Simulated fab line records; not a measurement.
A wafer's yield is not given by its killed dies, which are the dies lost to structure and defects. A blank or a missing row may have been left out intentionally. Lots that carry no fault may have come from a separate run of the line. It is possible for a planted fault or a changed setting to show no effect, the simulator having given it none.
fab line records    flow nand-harc    part 1 of 2: steps 1 to 21 of 29
record: lots: 5  wafers: 15  last-day: 34
route steps=1302 shown A_CHANNEL_HOLE_D2@597 A_CHANNEL_FILL_D2@610
lots untouched by any fault: they come from a run of this same line in which no faults occurred
start-h: the number of hours between the record's first day and the start of the first shown wafer of the lot    wait-h: hours elapsed since this lot's preceding step    " repeats the value in the row above    L1.1+2: one row covering several wafers at once    - no value, or no start given    * or withheld: withheld    < > ~ a bound
route shown NAME@n: NAME is a module with steps in the file, n the number in the route of the first one    usual: the fault-free wafers' mean and standard deviation    same: alike in all rows    chamber/n: place in a boat    sites: per-site readings    _std_site: their standard deviation    _edge_site: mean of outer sites minus mean of inner sites    radius-mm: how far each site lies from the wafer's centre    mask NAME#n: copy n    behind: the tool/chamber that last shaped the wafer    hold: cause of the lot's hold/its duration in hours/its outcome    device: names the non-switching transistor (n, p or np)    end of line: the route-end tests of the same wafers    a step given without rows: its recipe and nothing more    killed: not the wafer's yield, but the dies lost to structure and defects at the first sort    map: shows each die of a wafer: x if killed, . if not, _ if none is there
set.NAME: the run value of the setting; set.NAME@STEP: its run value at that earlier step    model.NAME: the simulator's own value behind a step, which no gauge read
certain route steps with their lots: each step a table, each wafer a row
services: when a tool's chamber went out of use (start-h, in hours from the record's first day, below 0 if earlier), for how many hours, and the reason
== steps ==
step: NHARC_A_CHANNEL_HOLE_D2_ETCH_25
recipe: bias-v: 5000  source-w: withheld  pressure-mtorr: 20  time-s: 1040.2  ar-flow-sccm: 375  c4f8-flow-sccm: 93.8  o2-flow-sccm: 31.2  temp-c: -20  target-depth-a: 15000  chemistry: C4F8/O2/Ar
usual: drypump-motor-current-A: 5.8/0.82  showerhead-plenum-p-Torr: 3.59/0.14  throttle-valve-pct: 32.235/0.0078
lot.wafer  tool         chamber  start-h  wait-h  drypump-motor-current-A  rf-hours-counter-h  showerhead-plenum-p-Torr  throttle-valve-pct
L074.1     har-etch-02  0        296.73   0.6     6.5                      358                 3.68                      32.235
L074.2     "            1        "        "       5.0                      358                 3.63                      32.238
L074.3     "            0        "        "       6.4                      -                   3.68                      32.226
L075.2     har-etch-02  0        304.94   0.7     6.5                      366                 3.68                      32.230
L075.4     "            1        "        "       5.0                      -                   3.62                      32.234
L075.3     "            0        "        "       6.5                      -                   3.68                      32.242
L076.4     har-etch-02  0        310.25   0.7     6.6                      -                   3.67                      32.244
L076.3     "            1        "        "       5.0                      -                   3.62                      32.233
L076.6     "            1        "        "       5.0                      -                   3.62                      32.234
L086.1     har-etch-02  0        421.64   0.6     6.5                      14                  3.65                      32.236
L086.4     "            0        "        "       6.5                      -                   3.65                      32.227
L086.3     "            1        "        "       5.0                      -                   3.92                      32.242
L097.4     har-etch-01  0        531.71   0.7     6.7                      -                   3.49                      32.234
L097.6     "            0        "        "       6.8                      -                   3.49                      32.250
L097.5     "            1        "        "       5.0                      -                   3.41                      32.227
step: NHARC_A_CHANNEL_HOLE_D2_ETCH_26
recipe: bias-v: 300  source-w: 2000  pressure-mtorr: 30  time-s: 224.1  ar-flow-sccm: 375  c4f8-flow-sccm: 11.4  o2-flow-sccm: 113.6  temp-c: -20  target-depth-a: 3000  chemistry: C4F8/O2/Ar
usual: drypump-motor-current-A: 5.8/0.82  showerhead-plenum-p-Torr: 3.64/0.15  throttle-valve-pct: 24.584/0.01
lot.wafer  tool         chamber  start-h  wait-h  drypump-motor-current-A  rf-hours-counter-h  showerhead-plenum-p-Torr  throttle-valve-pct
L074.1     har-etch-02  0        297.63   0.7     6.5                      359                 3.73                      24.580
L074.2     "            1        "        "       5.0                      359                 3.67                      24.585
L074.3     "            0        "        "       6.5                      -                   3.73                      24.581
L075.2     har-etch-02  0        305.71   0.6     6.5                      367                 3.73                      24.567
L075.4     "            1        "        "       5.0                      -                   3.67                      24.586
L075.3     "            0        "        "       6.5                      -                   3.73                      24.572
L076.4     har-etch-02  0        310.90   0.5     6.5                      -                   3.72                      24.577
L076.3     "            1        "        "       5.0                      -                   3.67                      24.576
L076.6     "            1        "        "       5.0                      -                   3.67                      24.595
L086.1     har-etch-02  0        422.50   0.7     6.5                      15                  3.69                      24.573
L086.4     "            0        "        "       6.5                      -                   3.69                      24.592
L086.3     "            1        "        "       5.0                      -                   3.98                      24.598
L097.4     har-etch-01  0        532.37   0.5     6.7                      -                   3.53                      24.592
L097.6     "            0        "        "       6.7                      -                   3.53                      24.595
L097.5     "            1        "        "       4.9                      -                   3.45                      24.604
step: NHARC_A_CHANNEL_HOLE_D2_ETCH_27
recipe: bias-v: 400  source-w: 2000  pressure-mtorr: 25  time-s: 90  ar-flow-sccm: 375  c4f8-flow-sccm: 41.7  o2-flow-sccm: 83.3  temp-c: -20  target-depth-a: 4000  chemistry: C4F8/O2/Ar
usual: drypump-motor-current-A: 5.8/0.82  showerhead-plenum-p-Torr: 3.64/0.15  throttle-valve-pct: 27.619/0.0088
lot.wafer  tool         chamber  start-h  wait-h  drypump-motor-current-A  rf-hours-counter-h  showerhead-plenum-p-Torr  throttle-valve-pct
L074.1     har-etch-02  0        297.83   0.2     6.5                      359                 3.72                      27.611
L074.2     "            1        "        "       5.0                      359                 3.67                      27.622
L074.3     "            0        "        "       6.5                      -                   3.72                      27.625
L075.2     har-etch-02  0        305.91   0.2     6.5                      367                 3.72                      27.603
L075.4     "            1        "        "       5.0                      -                   3.67                      27.622
L075.3     "            0        "        "       6.5                      -                   3.72                      27.597
L076.4     har-etch-02  0        311.09   0.2     6.5                      -                   3.72                      27.622
L076.3     "            1        "        "       5.0                      -                   3.66                      27.629
L076.6     "            1        "        "       5.0                      -                   3.66                      27.617
L086.1     har-etch-02  0        422.69   0.2     6.5                      15                  3.69                      27.616
L086.4     "            0        "        "       6.5                      -                   3.69                      27.630
L086.3     "            1        "        "       5.0                      -                   3.97                      27.625
L097.4     har-etch-01  0        532.57   0.2     6.7                      -                   3.52                      27.616
L097.6     "            0        "        "       6.7                      -                   3.52                      27.624
L097.5     "            1        "        "       5.0                      -                   3.45                      27.612
step: NHARC_A_CHANNEL_HOLE_D2_STRIP_41
recipe: n2-flow-sccm: 150  h2-flow-sccm: 150  ar-flow-sccm: 0  bias-w: 0  chemistry: N2/H2
lot.wafer   tool         chamber  start-h  wait-h
L074.2+3+1  rie-diel-04  3,1,2    298.35   0.5
L075.2+3+4  rie-diel-06  2,1,1    306.41   0.5
L076.3+4+6  rie-diel-04  1,0,2    311.56   0.4
L086.3+1+4  rie-diel-06  2,1,0    423.22   0.4
L097.4+5+6  rie-diel-07  2,3,0    533.06   0.5
step: NHARC_A_CHANNEL_HOLE_D2_STRIP_42
recipe: cf4-flow-sccm: 100  chf3-flow-sccm: 30  ar-flow-sccm: 0  bias-w: 0  chemistry: CF4/CHF3
lot.wafer   tool         chamber  start-h  wait-h
L074.2+3+1  rie-diel-04  2,3,0    298.45   0.1
L075.3+2+4  rie-diel-06  2,3,3    306.52   0.1
L076.3+4+6  rie-diel-04  0,2,1    311.65   0.1
L086.3+1+4  rie-diel-06  0,1,0    423.34   0.1
L097.4+5+6  rie-diel-07  2,3,0    533.14   0.1
step: NHARC_A_CHANNEL_HOLE_D2_STRIP_43
recipe: o2-flow-sccm: 400  cos-flow-sccm: 20  ar-flow-sccm: 0  bias-w: 0  chemistry: O2/COS
lot.wafer   tool         chamber  start-h  wait-h
L074.1+3+2  rie-diel-04  3,0,1    298.51   0.0
L075.2+3+4  rie-diel-06  3,1,2    306.59   0.1
L076.4+3+6  rie-diel-04  2,3,1    311.72   0.1
L086.3+1+4  rie-diel-06  0,2,2    423.41   0.1
L097.4+5+6  rie-diel-07  0,2,3    533.19   0.1
step: NHARC_A_CHANNEL_HOLE_D2_ETCH_44
recipe: target-depth-a: 1400  overetch-a: 140  time-s: 77  ion-energy-ev: 100  cf4-flow-sccm: 80  o2-flow-sccm: 20  ar-flow-sccm: 0  rf-w: 300  bias-w: 100  chemistry: CF4/O2
usual: drypump-motor-current-A: 5.4/0.61  oes_ar_750_au: 1.000/0.0044  oes-product-au: 0.997/0.0097  rf-vpp-V: 197.7/1.6  showerhead-plenum-p-Torr: 1.33/0.062  throttle-valve-pct: 13.397/0.0086
lot.wafer  tool         chamber  start-h  wait-h  drypump-motor-current-A  oes_ar_750_au  oes-product-au  rf-hours-counter-h  rf-vpp-V  showerhead-plenum-p-Torr  throttle-valve-pct
L074.3     rie-diel-04  3        298.57   0.1     4.6                      1.001          0.994           5.2                 199.6     1.38                      13.393
L074.2     "            0        "        "       5.9                      0.998          0.995           5.4                 197.7     1.27                      13.380
L074.1     "            1        "        "       4.8                      0.999          0.988           4.4                 200.7     1.42                      13.405
L075.3     rie-diel-06  1        306.67   0.1     5.0                      0.996          1.003           9.9                 198.1     1.35                      13.419
L075.2     "            2        "        "       5.8                      0.997          1.002           10.3                196.4     1.25                      13.407
L075.4     "            3        "        "       5.7                      1.006          0.996           -                   198.2     1.37                      13.386
L076.3     rie-diel-04  1        311.77   0.1     4.8                      0.997          0.976           5.6                 199.5     1.42                      13.394
L076.4     "            2        "        "       4.6                      1.001          0.989           6.0                 197.5     1.29                      13.397
L076.6     "            1        "        "       4.8                      1.007          0.982           -                   200.1     1.42                      13.393
L086.3     rie-diel-06  1        423.47   0.1     5.0                      1.001          1.008           3.6                 197.5     1.35                      13.406
L086.1     "            2        "        "       5.8                      1.000          1.005           7.0                 196.7     1.25                      13.386
L086.4     "            0        "        "       6.1                      1.001          1.010           -                   197.3     1.32                      13.412
L097.4     rie-diel-07  3        533.26   0.1     6.2                      0.990          0.995           2.7                 196.3     1.27                      13.402
L097.5     "            1        "        "       5.2                      1.001          1.006           -                   196.7     1.25                      13.395
L097.6     "            2        "        "       5.4                      0.997          1.003           -                   198.0     1.43                      13.409
step: NHARC_A_CHANNEL_HOLE_D2_STRIP_28
recipe: o2-flow-sccm: 500  ar-flow-sccm: 0  bias-w: 0  chemistry: O2
usual: drypump-motor-current-A: 5.4/0.62  oes-product-au: 0.997/0.0097  rf-vpp-V: 57.8/0.92  showerhead-plenum-p-Torr: 3.52/0.16  throttle-valve-pct: 17.037/0.0094
lot.wafer  tool         chamber  start-h  wait-h  drypump-motor-current-A  oes-product-au  rf-hours-counter-h  rf-vpp-V  showerhead-plenum-p-Torr  throttle-valve-pct
L074.3     rie-diel-04  1        -        -       4.9                      0.992           4.5                 57.1      3.75                      17.023
L074.2     "            2        "        "       4.7                      0.993           5.1                 56.6      3.41                      17.035
L074.1     "            3        "        "       4.7                      0.999           5.3                 57.4      3.65                      17.025
L075.2     rie-diel-06  2        -        -       5.8                      1.013           10.4                58.2      3.32                      17.045
L075.3     "            3        "        "       5.8                      1.008           10.4                59.0      3.61                      17.059
L075.4     "            3        "        "       5.8                      1.004           -                   58.4      3.61                      17.048
L076.3     rie-diel-04  0        -        -       5.9                      1.010           6.6                 55.8      3.37                      17.034
L076.4     "            1        "        "       4.8                      0.988           5.7                 58.0      3.75                      17.042
L076.6     "            2        "        "       4.7                      1.002           -                   57.2      3.41                      17.057
L086.3     rie-diel-06  1        -        -       5.1                      1.004           3.7                 57.0      3.57                      17.053
L086.1     "            2        "        "       5.8                      0.998           7.1                 58.1      3.32                      17.037
L086.4     "            0        "        "       6.1                      1.002           -                   56.9      3.49                      17.030
L097.4     rie-diel-07  0        -        -       6.5                      1.012           3.5                 59.4      3.65                      17.041
L097.5     "            1        "        "       5.3                      0.986           -                   57.4      3.33                      17.032
L097.6     "            2        "        "       5.5                      0.995           -                   57.8      3.76                      17.039
step: NHARC_A_CHANNEL_HOLE_D2_PRECLEAN_29
recipe: time-s: *  temp-c: 50  bath-age-min: 0  chemistry: SC1
usual: h2o2-flow-mL-min: 56.62/0.17
lot.wafer  tool          chamber  start-h  wait-h  h2o2-flow-mL-min
L074.3     wet-bench-01  6        299.23   -       56.59
L074.2     "             7        "        "       56.60
L074.1     "             1        "        "       56.77
L075.3     wet-bench-01  5        307.43   -       56.56
L075.2     "             7        "        "       56.60
L075.4     "             0        "        "       56.92
L076.3     wet-bench-04  1        312.44   -       56.45
L076.4     "             2        "        "       56.53
L076.6     "             4        "        "       56.64
L086.3     wet-bench-05  2        424.25   -       56.95
L086.4     "             4        "        "       56.78
L086.1     "             5        "        "       56.49
L097.6     wet-bench-05  2        533.91   -       56.41
L097.5     "             5        "        "       56.51
L097.4     "             6        "        "       56.47
step: NHARC_A_CHANNEL_HOLE_D2_SRD_30
lot.wafer   tool          chamber  start-h  wait-h
L074.3+2+1  wet-bench-01  6,7,1    -        -
L075.3+2+4  wet-bench-01  5,7,0    -        -
L076.3+4+6  wet-bench-04  1,2,4    -        -
L086.3+4+1  wet-bench-05  2,4,5    -        -
L097.6+5+4  wet-bench-05  2,5,6    -        -
step: NHARC_A_CHANNEL_HOLE_D2_CD_MEAS_31
usual: cd-nm: 90.6/1.3
lot.wafer  tool       chamber  start-h  wait-h  cd-nm
L074.1     cd-sem-02  -        299.36   -       90.9
L074.2     "          -        "        "       90.0
L074.3     "          -        "        "       89.2
L075.2     cd-sem-03  -        307.57   -       92.3
L075.3     "          -        "        "       89.7
L075.4     "          -        "        "       88.9
L076.3     cd-sem-03  -        312.58   -       89.4
L076.4     "          -        "        "       89.3
L076.6     "          -        "        "       89.5
L086.1     cd-sem-01  -        424.39   -       91.0
L086.3     "          -        "        "       92.2
L086.4     "          -        "        "       93.6
L097.4     cd-sem-03  -        534.05   -       89.2
L097.5     "          -        "        "       90.8
L097.6     "          -        "        "       90.1
step: NHARC_A_CHANNEL_HOLE_D2_XSEM_32
recipe: landing-energy-ev: 35000
usual: bot-cd-nm: 75.2/1.3  bow-nm: 8.62/0.22  tilt-deg: 0.07/0.05
lot.wafer  tool     chamber  start-h  wait-h  bot-cd-nm  bow-nm  tilt-deg
L074.1     xsem-02  0        299.45   0.1     74.5       8.50    0.04
L074.2     "        0        "        "       74.5       8.49    0.04
L074.3     "        0        "        "       73.2       8.41    0.04
L075.2     xsem-02  0        307.66   0.1     76.8       8.43    0.08
L075.3     "        0        "        "       74.3       8.42    0.08
L075.4     "        0        "        "       73.1       8.38    0.08
L076.3     xsem-02  0        312.67   0.1     74.4       8.48    0.02
L076.4     "        0        "        "       73.8       8.48    0.02
L076.6     "        0        "        "       74.4       8.49    0.02
L086.1     xsem-01  0        424.48   0.1     75.3       8.49    0.13
L086.3     "        0        "        "       75.9       8.52    0.13
L086.4     "        0        "        "       78.2       8.40    0.13
L097.4     xsem-02  0        534.15   0.1     73.7       8.74    0.06
L097.5     "        0        "        "       74.9       8.76    0.06
L097.6     "        0        "        "       74.8       8.73    0.05
step: NHARC_A_CHANNEL_HOLE_D2_INSPECT_40
usual: raw-defect-count: 290/77
lot.wafer  tool               chamber  start-h  wait-h  raw-defect-count
L074.1     defect-inspect-02  -        299.55   -       363
L074.2     "                  -        "        "       286
L074.3     "                  -        "        "       331
L075.2     defect-inspect-02  -        307.76   -       395
L075.3     "                  -        "        "       371
L075.4     "                  -        "        "       309
L076.3     defect-inspect-01  -        312.76   -       418
L076.4     "                  -        "        "       371
L076.6     "                  -        "        "       375
L086.1     defect-inspect-01  -        424.57   -       324
L086.3     "                  -        "        "       352
L086.4     "                  -        "        "       298
L097.4     defect-inspect-02  -        534.24   -       320
L097.5     "                  -        "        "       286
L097.6     "                  -        "        "       360
step: NHARC_A_CHANNEL_FILL_D2_PRECLEAN_00
recipe: time-s: *  temp-c: 50  bath-age-min: 0  chemistry: SC1
usual: h2o2-flow-mL-min: 56.59/0.17
lot.wafer  tool          chamber  start-h  wait-h  h2o2-flow-mL-min
L074.3     wet-bench-09  0        299.61   0.1     56.61
L074.2     "             1        "        "       56.38
L074.1     "             3        "        "       56.52
L075.4     wet-bench-03  1        307.81   0.1     56.44
L075.3     "             3        "        "       56.77
L075.2     "             5        "        "       56.60
L076.3     wet-bench-02  5        312.82   0.1     56.74
L076.6     "             6        "        "       56.64
L076.4     "             0        "        "       56.51
L086.4     wet-bench-09  5        424.62   0.0     56.48
L086.1     "             6        "        "       56.59
L086.3     "             7        "        "       56.78
L097.5     wet-bench-03  7        534.28   0.0     56.50
L097.6     "             1        "        "       56.72
L097.4     "             4        "        "       56.54
step: NHARC_A_CHANNEL_FILL_D2_SRD_01
lot.wafer   tool          chamber  start-h  wait-h
L074.3+2+1  wet-bench-09  0,1,3    299.67   0.0
L075.4+3+2  wet-bench-03  1,3,5    -        -
L076.3+6+4  wet-bench-02  5,6,0    -        -
L086.4+1+3  wet-bench-09  5,6,7    -        -
L097.5+6+4  wet-bench-03  7,1,4    -        -
step: NHARC_A_CHANNEL_FILL_D2_ALD_02
recipe: target-thk-a: 60  pulse-time-s: 10  ald-cycles: 60  temp-c: 300  material: SiO2
usual: heater-power-w: 462/52  precursor-pulse-height-rel: 1.000/0.019  susceptor-temp-C: 300.01/0.18
lot.wafer  tool       chamber  start-h  wait-h  heater-power-w  precursor-pulse-height-rel  susceptor-temp-C
L074.3     ald-hk-02  2        299.78   0.1     579             0.986                       299.94
L074.1     "          3        "        "       432             1.037                       300.18
L074.2     "          1        "        "       397             0.999                       299.85
L075.4     ald-hk-02  0        308.29   -       393             0.978                       300.08
L075.3     "          1        "        "       403             0.979                       299.95
L075.2     "          2        "        "       553             1.002                       299.79
L076.4     ald-hk-04  2        313.03   -       478             1.014                       300.13
L076.3     "          0        "        "       508             1.007                       299.76
L076.6     "          1        "        "       461             1.001                       299.90
L086.1     ald-hk-04  3        424.84   -       442             0.994                       299.96
L086.4     "          0        "        "       508             1.031                       300.19
L086.3     "          1        "        "       475             0.992                       299.62
L097.4     ald-hk-01  2        534.58   -       492             0.999                       300.01
L097.6     "          0        "        "       426             0.968                       299.96
L097.5     "          1        "        "       400             1.031                       300.03
step: NHARC_A_CHANNEL_FILL_D2_ALD_03
recipe: target-thk-a: 60  pulse-time-s: 60  ald-cycles: 58  temp-c: 630  pressure-torr: 2  material: SiNx
usual: precursor-pulse-height-rel: 1.000/0.02  susceptor-temp-C: 629.92/0.26
lot.wafer  tool              chamber  start-h  wait-h  precursor-pulse-height-rel  susceptor-temp-C
L074.1     ald-sin-batch-02  0        -        -       0.995                       630.08
L074.2     "                 0        "        "       0.978                       629.70
L074.3     "                 0        "        "       1.021                       630.05
L075.2     ald-sin-batch-02  0        -        -       0.964                       -
L075.3     "                 0        "        "       0.982                       -
L075.4     "                 0        "        "       1.018                       -
L076.3     ald-sin-batch-02  0        -        -       0.996                       629.87
L076.4     "                 0        "        "       0.986                       630.08
L076.6     "                 0        "        "       0.978                       630.10
L086.1     ald-sin-batch-02  0        -        -       0.995                       630.15
L086.3     "                 0        "        "       1.001                       630.16
L086.4     "                 0        "        "       0.999                       630.29
L097.4     ald-sin-batch-02  0        -        -       0.971                       629.86
L097.5     "                 0        "        "       1.006                       630.00
L097.6     "                 0        "        "       0.983                       629.74
step: NHARC_A_CHANNEL_FILL_D2_ALD_14
recipe: target-thk-a: 25  pulse-time-s: 10  ald-cycles: 25  temp-c: 300  material: SiO2
usual: heater-power-w: 465/49  precursor-pulse-height-rel: 1.000/0.019  susceptor-temp-C: 299.97/0.21
lot.wafer  tool       chamber  start-h  wait-h  heater-power-w  precursor-pulse-height-rel  susceptor-temp-C
L074.1     ald-hk-02  2        307.84   1.0     577             1.025                       300.11
L074.2     "          3        "        "       434             0.988                       299.69
L074.3     "          1        "        "       388             0.997                       300.23
L075.3     ald-hk-01  2        315.25   0.1     506             0.934                       299.92
L075.4     "          3        "        "       512             0.997                       300.21
L075.2     "          0        "        "       439             0.987                       300.10
L076.3     ald-hk-04  1        320.00   0.0     460             0.992                       300.00
L076.4     "          2        "        "       470             0.989                       299.91
L076.6     "          1        "        "       464             0.999                       299.88
L086.3     ald-hk-01  0        431.80   0.0     439             1.001                       300.07
L086.1     "          2        "        "       510             1.004                       300.25
L086.4     "          3        "        "       519             0.966                       300.23
L097.4     ald-hk-02  0        541.58   0.2     401             1.018                       299.85
L097.6     "          1        "        "       408             0.966                       299.94
L097.5     "          2        "        "       575             1.003                       299.91
step: NHARC_A_CHANNEL_FILL_D2_ALD_15
recipe: target-thk-a: 20  pulse-time-s: 60  ald-cycles: 19  temp-c: 630  pressure-torr: 2  material: SiNx
usual: precursor-pulse-height-rel: 1.002/0.022  susceptor-temp-C: 630.08/0.28
lot.wafer  tool              chamber  start-h  wait-h  precursor-pulse-height-rel  susceptor-temp-C
L074.1     ald-sin-batch-01  0        -        -       1.025                       630.11
L074.2     "                 0        "        "       0.962                       629.59
L074.3     "                 0        "        "       1.001                       629.68
L075.2     ald-sin-batch-01  0        -        -       1.021                       630.26
L075.3     "                 0        "        "       0.967                       630.35
L075.4     "                 0        "        "       0.978                       630.08
L076.3     ald-sin-batch-03  0        -        -       0.996                       -
L076.4     "                 0        "        "       1.078                       -
L076.6     "                 0        "        "       0.972                       -
L086.1     ald-sin-batch-02  0        -        -       0.964                       630.25
L086.3     "                 0        "        "       1.022                       630.09
L086.4     "                 0        "        "       1.026                       630.47
L097.4     ald-sin-batch-01  0        -        -       1.021                       -
L097.5     "                 0        "        "       1.025                       -
L097.6     "                 0        "        "       0.970                       -
step: NHARC_A_CHANNEL_FILL_D2_ALD_16
recipe: target-thk-a: 15  pulse-time-s: 10  ald-cycles: 15  temp-c: 300  material: SiO2
usual: heater-power-w: 462/50  precursor-pulse-height-rel: 1.001/0.019  susceptor-temp-C: 300.02/0.18
lot.wafer  tool       chamber  start-h  wait-h  heater-power-w  precursor-pulse-height-rel  susceptor-temp-C
L074.2     ald-hk-02  0        313.00   0.0     392             0.994                       299.71
L074.3     "          1        "        "       404             0.993                       300.07
L074.1     "          2        "        "       561             0.983                       299.90
L075.2     ald-hk-02  2        320.41   0.0     565             1.006                       299.99
L075.4     "          3        "        "       437             0.995                       299.82
L075.3     "          0        "        "       390             1.034                       299.98
L076.4     ald-hk-01  0        325.26   0.1     426             0.988                       300.14
L076.3     "          1        "        "       413             0.969                       299.95
L076.6     "          2        "        "       493             0.999                       300.12
L086.3     ald-hk-01  2        437.05   0.1     518             1.006                       299.88
L086.1     "          3        "        "       504             1.009                       299.93
L086.4     "          0        "        "       438             0.988                       299.89
L097.4     ald-hk-01  0        546.64   0.1     428             1.000                       300.38
L097.6     "          3        "        "       529             0.996                       299.79
L097.5     "          0        "        "       415             1.006                       300.14
step: NHARC_A_CHANNEL_FILL_D2_ANNEAL_17
recipe: temp-c: 850  time-s: 1800
usual: spike-tc-top-C: 864.9/2.4  zone-power-lower-pct: 16.2/1.6
lot.wafer  tool        chamber  start-h  wait-h  spike-tc-top-C  zone-power-lower-pct
L074.1     furnace-01  0        316.32   -       867.6           14.6
L074.2     "           0        "        "       865.6           14.4
L074.3     "           0        "        "       866.4           14.6
L075.2     furnace-02  0        323.79   -       868.9           15.4
L075.3     "           0        "        "       869.3           15.4
L075.4     "           0        "        "       868.4           15.4
L076.3     furnace-01  0        328.52   -       867.3           14.6
L076.4     "           0        "        "       865.9           14.6
L076.6     "           0        "        "       865.9           14.5
L086.1     furnace-06  0        439.86   -       863.3           18.0
L086.3     "           0        "        "       862.8           17.8
L086.4     "           0        "        "       863.1           17.7
L097.4     furnace-02  0        550.41   -       868.3           15.4
L097.5     "           0        "        "       868.3           15.5
L097.6     "           0        "        "       868.0           15.6
